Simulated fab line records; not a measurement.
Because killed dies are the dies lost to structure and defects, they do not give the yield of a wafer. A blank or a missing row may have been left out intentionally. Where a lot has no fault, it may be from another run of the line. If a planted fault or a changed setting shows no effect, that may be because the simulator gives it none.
Which of the tools did it? :: flow nand_harc :: Sampling: 12 lots, 36 wafers, 4 of 1159 route steps

## WHAT THE GAUGES READ, wafer by wafer
NHARC_P_START_INSPECT_01. Usual: raw_defect_count 3.5, standard deviation 2.2.
lot: L718
measured: day 1 18:02
on: defect_inspect-02
raw_defect_count: 2 3 2
flag: 

lot: L719
measured: day 2 00:02
on: defect_inspect-02
raw_defect_count: 5 1 1
flag: 

lot: L722
measured: day 2 18:02
on: defect_inspect-02
raw_defect_count: 6 3 1
flag: 

lot: L731
measured: day 5 00:02
on: defect_inspect-01
raw_defect_count: 5 3 3
flag: 

lot: L732
measured: day 5 06:02
on: defect_inspect-01
raw_defect_count: 6 4 5
flag: 

lot: L733
measured: day 5 12:02
on: defect_inspect-01
raw_defect_count: 4 4 5
flag: 

lot: L734
measured: day 5 18:02
on: defect_inspect-01
raw_defect_count: 7 0 4
flag: 

lot: L736
measured: day 6 06:02
on: defect_inspect-01
raw_defect_count: 6 9 4
flag: 

lot: L737
measured: day 6 12:02
on: defect_inspect-02
raw_defect_count: 3 4 1
flag: 

lot: L738
measured: day 6 18:02
on: defect_inspect-01
raw_defect_count: 7 4 6
flag: 

lot: L739
measured: day 7 00:02
on: defect_inspect-02
raw_defect_count: 6 7 4
flag: 

lot: L740
measured: day 7 06:02
on: defect_inspect-01
raw_defect_count: 4 2 3
flag: 

NHARC_P_ZERO_WELL_CD_MEAS_24: the cd target is 720 nm. Usual: cd_nm 718.6 nm, standard deviation 2.
lot: L718
measured: day 1 20:33
on: cd_sem-03
cd_nm (nm): 715.5 719.3 716.6
flag: 

lot: L719
measured: day 2 02:37
on: cd_sem-02
cd_nm (nm): 721.5 721.4 718.9
flag: 

lot: L722
measured: day 2 20:24
on: cd_sem-02
cd_nm (nm): 696.6 698.0 697.8
flag: OFF

lot: L731
measured: day 5 02:35
on: cd_sem-01
cd_nm (nm): 719.4 719.0 718.9
flag: 

lot: L732
measured: day 5 08:29
on: cd_sem-02
cd_nm (nm): 719.6 719.3 714.5
flag: 

lot: L733
measured: day 5 14:21
on: cd_sem-03
cd_nm (nm): 720.7 717.0 716.5
flag: 

lot: L734
measured: day 5 20:34
on: cd_sem-02
cd_nm (nm): 722.1 719.9 719.0
flag: 

lot: L736
measured: day 6 08:36
on: cd_sem-01
cd_nm (nm): 717.7 717.2 717.1
flag: 

lot: L737
measured: day 6 14:21
on: cd_sem-03
cd_nm (nm): 720.1 719.8 719.3
flag: 

lot: L738
measured: day 6 20:34
on: cd_sem-01
cd_nm (nm): 721.5 720.2 718.2
flag: 

lot: L739
measured: day 7 02:20
on: cd_sem-02
cd_nm (nm): 720.5 719.2 721.1
flag: 

lot: L740
measured: day 7 08:28
on: cd_sem-01
cd_nm (nm): 720.3 717.7 720.5
flag: 

## WHICH TOOL RAN EACH LOT (tool, then ch and the chambers of the sampled wafers, then the start)
lot: L718
NHARC_P_ZERO_WELL_DESCUM_13: rie_diel-07 ch 0,1, day 1 19:21
NHARC_P_ZERO_WELL_EXPOSE_21: krf_scanner-01 ch 0, day 1 20:23

lot: L719
NHARC_P_ZERO_WELL_DESCUM_13: rie_diel-09 ch 0,2,3, day 2 01:26
NHARC_P_ZERO_WELL_EXPOSE_21: krf_scanner-04 ch 0, day 2 02:27

lot: L722
NHARC_P_ZERO_WELL_DESCUM_13: rie_diel-09 ch 0,2, day 2 19:17
NHARC_P_ZERO_WELL_EXPOSE_21: krf_scanner-01 ch 0, day 2 20:15

lot: L731
NHARC_P_ZERO_WELL_DESCUM_13: rie_diel-07 ch 0,1,2, day 5 01:25
NHARC_P_ZERO_WELL_EXPOSE_21: krf_scanner-01 ch 0, day 5 02:26

lot: L732
NHARC_P_ZERO_WELL_DESCUM_13: rie_diel-07 ch 0,1, day 5 07:17
NHARC_P_ZERO_WELL_EXPOSE_21: krf_scanner-04 ch 0, day 5 08:20

lot: L733
NHARC_P_ZERO_WELL_DESCUM_13: rie_diel-09 ch 0,1,2, day 5 13:17
NHARC_P_ZERO_WELL_EXPOSE_21: krf_scanner-04 ch 0, day 5 14:11

lot: L734
NHARC_P_ZERO_WELL_DESCUM_13: rie_diel-07 ch 2,3, day 5 19:17
NHARC_P_ZERO_WELL_EXPOSE_21: krf_scanner-01 ch 0, day 5 20:25

lot: L736
NHARC_P_ZERO_WELL_DESCUM_13: rie_diel-07 ch 1,3, day 6 07:25
NHARC_P_ZERO_WELL_EXPOSE_21: krf_scanner-01 ch 0, day 6 08:26

lot: L737
NHARC_P_ZERO_WELL_DESCUM_13: rie_diel-01 ch 1,2,3, day 6 13:18
NHARC_P_ZERO_WELL_EXPOSE_21: krf_scanner-01 ch 0, day 6 14:12

lot: L738
NHARC_P_ZERO_WELL_DESCUM_13: rie_diel-09 ch 2,3, day 6 19:17
NHARC_P_ZERO_WELL_EXPOSE_21: krf_scanner-03 ch 0, day 6 20:24

lot: L739
NHARC_P_ZERO_WELL_DESCUM_13: rie_diel-09 ch 2,3, day 7 01:16
NHARC_P_ZERO_WELL_EXPOSE_21: krf_scanner-03 ch 0, day 7 02:10

lot: L740
NHARC_P_ZERO_WELL_DESCUM_13: rie_diel-07 ch 0,2, day 7 07:17
NHARC_P_ZERO_WELL_EXPOSE_21: krf_scanner-01 ch 0, day 7 08:18
- NHARC_P_ZERO_WELL_DESCUM_13: chemistry O2, time 3 s.
- NHARC_P_ZERO_WELL_EXPOSE_21: exposes mask P NWELL, target cd 720 nm.

## WHAT THE TOOLS THEMSELVES READ (means of the sampled wafers that have a number; where no wafer has one, the mark that the record gives instead)
NHARC_P_ZERO_WELL_DESCUM_13. Usual: drypump_motor_current_A 5.84 A, standard deviation 0.29; oes_product_au 1.001 a.u., standard deviation 0.013; rf_vpp_V 57.8 V, standard deviation 0.88; showerhead_plenum_p_Torr 1.92 Torr, standard deviation 0.09; throttle_valve_pct 11.311 %, standard deviation 0.0099.
lot: L718
tool: rie_diel-07
drypump_motor_current_A (A): 5.74
oes_product_au (a.u.): 0.995
rf_vpp_V (V): 57.4
showerhead_plenum_p_Torr (Torr): 1.89
throttle_valve_pct (%): 11.313
flag: 

lot: L719
tool: rie_diel-09
drypump_motor_current_A (A): 5.61
oes_product_au (a.u.): 0.996
rf_vpp_V (V): 58.3
showerhead_plenum_p_Torr (Torr): 1.99
throttle_valve_pct (%): 11.319
flag: 

lot: L722
tool: rie_diel-09
drypump_motor_current_A (A): 5.75
oes_product_au (a.u.): 1.002
rf_vpp_V (V): 57.9
showerhead_plenum_p_Torr (Torr): 1.93
throttle_valve_pct (%): 11.307
flag: 

lot: L731
tool: rie_diel-07
drypump_motor_current_A (A): 5.89
oes_product_au (a.u.): 1.000
rf_vpp_V (V): 57.8
showerhead_plenum_p_Torr (Torr): 1.89
throttle_valve_pct (%): 11.316
flag: 

lot: L732
tool: rie_diel-07
drypump_motor_current_A (A): 5.88
oes_product_au (a.u.): 0.998
rf_vpp_V (V): 58.2
showerhead_plenum_p_Torr (Torr): 1.86
throttle_valve_pct (%): 11.320
flag: 

lot: L733
tool: rie_diel-09
drypump_motor_current_A (A): 5.71
oes_product_au (a.u.): 1.007
rf_vpp_V (V): 57.5
showerhead_plenum_p_Torr (Torr): 1.92
throttle_valve_pct (%): 11.309
flag: 

lot: L734
tool: rie_diel-07
drypump_motor_current_A (A): 6.25
oes_product_au (a.u.): 1.015
rf_vpp_V (V): 57.0
showerhead_plenum_p_Torr (Torr): 1.84
throttle_valve_pct (%): 11.304
flag: 

lot: L736
tool: rie_diel-07
drypump_motor_current_A (A): 6.17
oes_product_au (a.u.): 1.008
rf_vpp_V (V): 56.8
showerhead_plenum_p_Torr (Torr): 1.81
throttle_valve_pct (%): 11.316
flag: 

lot: L737
tool: rie_diel-01
drypump_motor_current_A (A): 5.77
oes_product_au (a.u.): 0.990
rf_vpp_V (V): 58.1
showerhead_plenum_p_Torr (Torr): 1.97
throttle_valve_pct (%): 11.314
flag: 

lot: L738
tool: rie_diel-09
drypump_motor_current_A (A): 5.58
oes_product_au (a.u.): 0.982
rf_vpp_V (V): 57.4
showerhead_plenum_p_Torr (Torr): 1.93
throttle_valve_pct (%): 11.313
flag: 

lot: L739
tool: rie_diel-09
drypump_motor_current_A (A): 5.57
oes_product_au (a.u.): 0.998
rf_vpp_V (V): 57.7
showerhead_plenum_p_Torr (Torr): 1.93
throttle_valve_pct (%): 11.310
flag: 

lot: L740
tool: rie_diel-07
drypump_motor_current_A (A): 5.79
oes_product_au (a.u.): 1.001
rf_vpp_V (V): 57.5
showerhead_plenum_p_Torr (Torr): 1.92
throttle_valve_pct (%): 11.320
flag: 

## THE ANSWER, worked out from the rows above alone
Rule: take the mean of a lot's wafers that have a number; if it is more than 3 standard deviations from the usual mean, the lot is off. Also off: a lot with no number at a reading for which 4 or more lots have one. Where the step has rows for the other lots, those lots are counted as sound. After the gauges, taken in route order, come the tools' own readings; for these a lot's mean is taken, as printed above. At the first step where some lot is off, the reading lying furthest off is the one used; lots without a number count as furthest.
Off: L722, at NHARC_P_ZERO_WELL_CD_MEAS_24 (cd_nm).
If a tool, at a process step before that reading, ran all the lots that are off and no sound lot after the first of them, it fits. Those tools and the gauges at NHARC_P_ZERO_WELL_CD_MEAS_24 are tried in the same way. Not one of the candidates tried fits.

## WHAT THE SIMULATOR PUT IN
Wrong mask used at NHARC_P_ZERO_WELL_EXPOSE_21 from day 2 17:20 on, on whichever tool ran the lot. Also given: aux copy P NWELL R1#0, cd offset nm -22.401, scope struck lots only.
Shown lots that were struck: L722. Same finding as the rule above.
